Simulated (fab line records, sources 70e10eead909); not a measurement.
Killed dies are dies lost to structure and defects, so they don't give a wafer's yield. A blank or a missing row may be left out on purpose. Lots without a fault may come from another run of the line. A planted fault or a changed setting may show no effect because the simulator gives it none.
Which tool did it? | flow nand_harc | 13 lots, 39 wafers sampled, at 5 steps of a route of 1302

WHAT THE GAUGES READ, wafer by wafer
NHARC_P_M0_CD_MEAS_16. Usual: cd_nm 90.2 nm, standard deviation 1.2.
lot  | measured     | on        | cd_nm (nm)     | flag
L283 | day 6 08:16  | cd_sem-01 | 90.3 90.7 92.2 |
L284 | day 6 09:06  | cd_sem-01 | 91.6 92.2 89.0 |
L286 | day 7 11:41  | cd_sem-02 | 91.0 92.0 91.6 |
L288 | day 7 23:27  | cd_sem-01 | 89.7 90.4 88.7 |
L289 | day 8 16:44  | cd_sem-03 | 90.1 90.3 90.5 |
L292 | day 10 03:47 | cd_sem-02 | 91.8 89.3 90.5 |
L296 | day 11 07:19 | cd_sem-01 | 90.8 89.9 90.2 |
L299 | day 12 20:30 | cd_sem-01 | 91.2 91.2 90.4 |
L301 | day 13 23:21 | cd_sem-01 | 88.9 91.4 89.9 |
L302 | day 14 04:36 | cd_sem-02 | 89.3 89.1 90.0 |
L303 | day 14 08:55 | cd_sem-02 | 92.7 90.8 91.3 |
L305 | day 14 21:23 | cd_sem-01 | 91.7 89.3 93.5 |
L306 | day 15 14:58 | cd_sem-02 | 89.5 89.2 92.7 |

NHARC_END_SORT_01. Usual: defect_limited_yield 91.3 %, standard deviation 1.9; killed_at_array 54, standard deviation 12; killed_at_other 0.7, standard deviation 1.1; killed_at_periphery 3.9, standard deviation 2.8; killed_dies 59, standard deviation 13; killed_open 3.4, standard deviation 2; killed_short 2.5, standard deviation 1.7; sort_bin_2_pct 3.1 %, standard deviation 0.91; sort_bin_3_pct 0.6 %, standard deviation 0.34; sort_bin_4_pct 5.0 %, standard deviation 1.1; sort_n_pass 618, standard deviation 13; sort_rim_yield_pct 88 %, standard deviation 3.5; sort_yield_pct 91.3 %, standard deviation 1.9.
lot  | measured     | on        | defect_limited_yield (%) | killed_at_array | killed_at_other | killed_at_periphery | killed_dies | killed_open | killed_short | sort_bin_2_pct (%) | sort_bin_3_pct (%) | sort_bin_4_pct (%) | sort_n_pass | sort_rim_yield_pct (%) | sort_yield_pct (%) | flag
L284 | day 24 18:27 | prober-01 | 86.4 88.5 87.4           | 89 73 82        | 0 0 0           | 3 5 3               | 92 78 85    | 3 2 2       | 4 4 1        | 3.8 4.9 4.9        | 1.3 0.6 1.0        | 8.4 6.1 6.6        | 585 599 592 | 83 85 80               | 86.4 88.5 87.4     |
L292 | day 28 03:53 | prober-01 | 0 0 0                    | 54 52 60        | 3 3 4           | 620 622 613         | 677 677 677 | 5 2 4       | 3 1 0        | 94.1 93.8 93.5     | 0.7 0 0.7          | 5.2 6.2 5.8        | 0 0 0       | 0 0 0                  | 0 0 0              | OFF
L296 | day 29 08:14 | prober-02 | 0 0 0                    | 38 44 30        | 0 4 0           | 639 629 647         | 677 677 677 | 2 3 3       | 3 5 2        | 95.9 94.8 96.3     | 0 0.6 0.1          | 4.1 4.6 3.5        | 0 0 0       | 0 0 0                  | 0 0 0              | OFF
L299 | day 31 08:51 | prober-02 | 91.1 92.2 90.3           | 59 51 64        | 1 2 0           | 0 0 2               | 60 53 66    | 2 2 6       | 2 2 1        | 2.5 2.5 4.3        | 0.6 0.7 0.9        | 5.8 4.6 4.6        | 617 624 611 | 87 87 91               | 91.1 92.2 90.3     |
L301 | day 31 11:34 | prober-01 | 92.6 94.2 92.3           | 44 37 47        | 2 0 1           | 4 2 4               | 50 39 52    | 2 2 5       | 3 1 7        | 2.8 1.9 2.2        | 0.6 0.3 0.7        | 4.0 3.5 4.7        | 627 638 625 | 89 90 90               | 92.6 94.2 92.3     |
L302 | day 32 09:04 | prober-01 | 92.2 91.9 91.4           | 50 45 48        | 0 1 3           | 3 9 7               | 53 55 58    | 6 1 1       | 6 4 0        | 2.5 2.8 2.2        | 0.6 0.4 0.7        | 4.7 4.9 5.6        | 624 622 619 | 87 91 89               | 92.2 91.9 91.4     |
L305 | day 33 02:56 | prober-01 | 92.3 92.2 93.2           | 49 49 46        | 1 1 0           | 2 3 0               | 52 53 46    | 2 8 2       | 3 3 0        | 3.2 2.4 1.9        | 0.6 0.3 0.4        | 3.8 5.2 4.4        | 625 624 631 | 88 91 92               | 92.3 92.2 93.2     |
L306 | day 33 05:47 | prober-02 | 93.5 93.2 92.6           | 37 45 40        | 1 0 3           | 6 1 7               | 44 46 50    | 1 2 5       | 2 3 0        | 2.1 3.2 2.5        | 0.7 0.4 0.1        | 3.7 3.1 4.7        | 633 631 627 | 89 92 88               | 93.5 93.2 92.6     |

WHICH TOOL RAN EACH LOT (tool, then ch and the chambers of the sampled wafers, then the start)
lot  | NHARC_P_GATE_DEGAS_109       | NHARC_P_CONTACT_DEP_30          | NHARC_P_M0_DEP_00
L283 | pvd_sputter-01, day 6 00:55  | pecvd-04 ch 0,2, day 6 01:59    | pecvd-01 ch 1,2, day 6 06:53
L284 | pvd_sputter-02, day 6 01:52  | pecvd-02 ch 0,1, day 6 02:55    | pecvd-04 ch 0,2, day 6 07:52
L286 | pvd_sputter-03, day 7 04:28  | pecvd-04 ch 0,1,2, day 7 05:31  | pecvd-04 ch 1,2, day 7 10:22
L288 | pvd_sputter-03, day 7 16:14  | pecvd-04 ch 1,2, day 7 17:17    | pecvd-03 ch 0,2, day 7 22:08
L289 | pvd_sputter-02, day 8 09:07  | pecvd-02 ch 1,2, day 8 10:11    | pecvd-03 ch 0,2, day 8 14:55
L292 | pvd_sputter-01, day 9 19:51  | pecvd-04 ch 1,2, day 9 20:52    | pecvd-03 ch 0,1, day 10 01:49
L296 | pvd_sputter-02, day 10 23:23 | pecvd-01 ch 0,1, day 11 00:35   | pecvd-04 ch 1,2, day 11 05:34
L299 | pvd_sputter-02, day 12 13:30 | pecvd-01 ch 1,2, day 12 14:35   | pecvd-04 ch 0,1, day 12 19:21
L301 | pvd_sputter-02, day 13 16:06 | pecvd-01 ch 1,2, day 13 17:07   | pecvd-04 ch 0,1,2, day 13 22:00
L302 | pvd_sputter-02, day 13 21:11 | pecvd-01 ch 0,2, day 13 22:11   | pecvd-03 ch 0,1, day 14 03:14
L303 | pvd_sputter-03, day 14 01:35 | pecvd-02 ch 0,1, day 14 02:35   | pecvd-03 ch 0,1, day 14 07:36
L305 | pvd_sputter-03, day 14 14:08 | pecvd-04 ch 0,1,2, day 14 15:11 | pecvd-04 ch 1,2, day 14 20:10
L306 | pvd_sputter-01, day 15 07:31 | pecvd-02 ch 0,1, day 15 08:32   | pecvd-01 ch 0,1, day 15 13:46
- NHARC_P_GATE_DEGAS_109: time 60 s.
- NHARC_P_CONTACT_DEP_30: deposits SiNx, target thk 30 nm.
- NHARC_P_M0_DEP_00: deposits SiOC, target thk 150 nm.

WHAT THE TOOLS THEMSELVES READ (means of the sampled wafers that have a number; where no wafer has one, the mark that the record gives instead)
NHARC_P_GATE_DEGAS_109. Usual: heater_power_w 503 W, standard deviation 47.
lot  | tool           | heater_power_w (W) | flag
L283 | pvd_sputter-01 | 495                |
L284 | pvd_sputter-02 | 536                |
L286 | pvd_sputter-03 | 489                |
L288 | pvd_sputter-03 | 544                |
L289 | pvd_sputter-02 | 500                |
L292 | pvd_sputter-01 | 511                |
L296 | pvd_sputter-02 | 505                |
L299 | pvd_sputter-02 | 504                |
L301 | pvd_sputter-02 | 497                |
L302 | pvd_sputter-02 | 527                |
L303 | pvd_sputter-03 | 501                |
L305 | pvd_sputter-03 | 512                |
L306 | pvd_sputter-01 | 500                |

NHARC_P_CONTACT_DEP_30. Usual: heater_power_w 738 W, standard deviation 110.
lot  | tool     | heater_power_w (W) | flag
L283 | pecvd-04 | 855                |
L284 | pecvd-02 | 681                |
L286 | pecvd-04 | 750                |
L288 | pecvd-04 | 859                |
L289 | pecvd-02 | 789                |
L292 | pecvd-04 | 834                |
L296 | pecvd-01 | 647                |
L299 | pecvd-01 | 755                |
L301 | pecvd-01 | 763                |
L302 | pecvd-01 | 691                |
L303 | pecvd-02 | 796                |
L305 | pecvd-04 | 759                |
L306 | pecvd-02 | 702                |

THE ANSWER, worked out from the rows above alone
Rule: a lot is off if the mean of its wafers that have a number lies more than 3 standard deviations from the usual mean. A lot without any number at a reading at which 4 lots or more have one is off too. The other lots that the step has rows for count as sound. The gauges are gone through in route order, then the tools' own readings, and for those a lot's mean is taken as printed above. The first step at which some lot is off is used, and at that step the reading that is off furthest; a lot without a number counts as furthest.
Off: L292, L296, at NHARC_END_SORT_01 (killed_at_periphery). Neither off nor sound, because the step has no rows for them: L283, L286, L288, L289, L303.
A tool fits if, at a process step before that reading, it ran every lot that is off, and no sound lot after the first of them. The gauges at NHARC_END_SORT_01 are tried like those tools. None of those tried fits.

WHAT THE SIMULATOR HAD PUT IN
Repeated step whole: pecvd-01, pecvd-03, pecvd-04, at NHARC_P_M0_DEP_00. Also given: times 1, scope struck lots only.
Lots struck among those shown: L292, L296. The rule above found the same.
